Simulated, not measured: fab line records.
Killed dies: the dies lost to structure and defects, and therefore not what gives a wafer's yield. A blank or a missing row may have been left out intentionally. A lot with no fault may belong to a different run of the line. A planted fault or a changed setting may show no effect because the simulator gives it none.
Split-lot study | flow n5-finfet | 21 wafers read from 7 lots, route of 1938 steps

THE SPLIT ITSELF
At N5_MIM_BOT_ETCH_ETCH_00 (etches TiN in Cl2/BCl3, target depth 45.5 nm), the setting bias-w was moved away from the recipe's 126 W on 6 of the 21 wafers read, by -16.1% to +7.6%. The other wafers ran this setting at the recipe's value.

Reading taken at the split's own step.

THE READING
etch.depth-nm (the simulator's own value, which no gauge read), in nm, at N5_MIM_BOT_ETCH_ETCH_00 (etches TiN in Cl2/BCl3, target depth 45.5 nm). No usual value for it is given in the file. Average 45.52 nm, standard deviation 0.7 nm, over the 15 wafers here run with the recipe.

wafer  | tool, chamber at the split | bias-w as run, W | against the recipe | etch.depth-nm, nm | against lot-mates on the recipe
L075.2 | rie-metal-01, 0            | 126              | recipe             | 45.49             | -
L075.3 | rie-metal-01, 1            | 126              | recipe             | 45.66             | -
L075.4 | rie-metal-01, 0            | 126              | recipe             | 45.76             | -
L077.4 | rie-metal-02, 0            | 126              | recipe             | 46.02             | -
L077.5 | rie-metal-02, 0            | 126              | recipe             | 45.88             | -
L077.6 | rie-metal-02, 1            | 126              | recipe             | 45.33             | -
L079.4 | rie-metal-03, 1            | 135.6            | +7.6%              | 46.57             | +1.25
L079.5 | rie-metal-03, 0            | 135.6            | +7.6%              | 46.63             | +1.31
L079.6 | rie-metal-03, 1            | 126              | recipe             | 45.32             | -
L085.2 | rie-metal-03, 0            | 105.7            | -16.1%             | 43.26             | -2.74
L085.4 | rie-metal-03, 0            | 126              | recipe             | 46.04             | -
L085.6 | rie-metal-03, 0            | 126              | recipe             | 45.96             | -
L086.2 | rie-metal-01, 0            | 126              | recipe             | 44.56             | -
L086.4 | rie-metal-01, 1            | 126              | recipe             | 44.96             | -
L086.5 | rie-metal-01, 1            | 126              | recipe             | 44.36             | -
L088.2 | rie-metal-01, 1            | 134.7            | +6.9%              | 46.25             | +1.15
L088.5 | rie-metal-01, 1            | 126              | recipe             | 45.26             | -
L088.6 | rie-metal-01, 0            | 126              | recipe             | 44.94             | -
L097.1 | rie-metal-03, 0            | 106.4            | -15.6%             | 43.8              | -3.53
L097.3 | rie-metal-03, 1            | 126              | recipe             | 47.33             | -
L097.6 | rie-metal-03, 1            | 106.4            | -15.6%             | 44.4              | -2.93

THE FIT
A straight line over all 21 wafers: etch.depth-nm changes by +0.113 nm for each +1% of bias-w; r = +0.77; the points scatter about the line by 0.65 nm.
The same after taking each lot's own level away (the mean of its wafers on the recipe; 21 wafers): +0.189 nm for each +1%; r = +0.98; scatter 0.23 nm.
According to that fit, moving bias-w by its largest amount changes the reading by 3 nm.
Across the lots, their own levels run from 44.627 to 47.330 nm, a range of 3.9 times the standard deviation given above.
So the lot-to-lot level blurs the effect unless lot-mates are compared.
Check: for one of the wafers moved furthest among these (-16.1%), held out of the fit, the line's prediction against its lot-mates is -3.22 nm. It came out at -2.74 nm against them.

THE FILE'S OWN FIT
etch.depth-nm changes by +0.184 nm for each +1% of bias-w, r = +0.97.
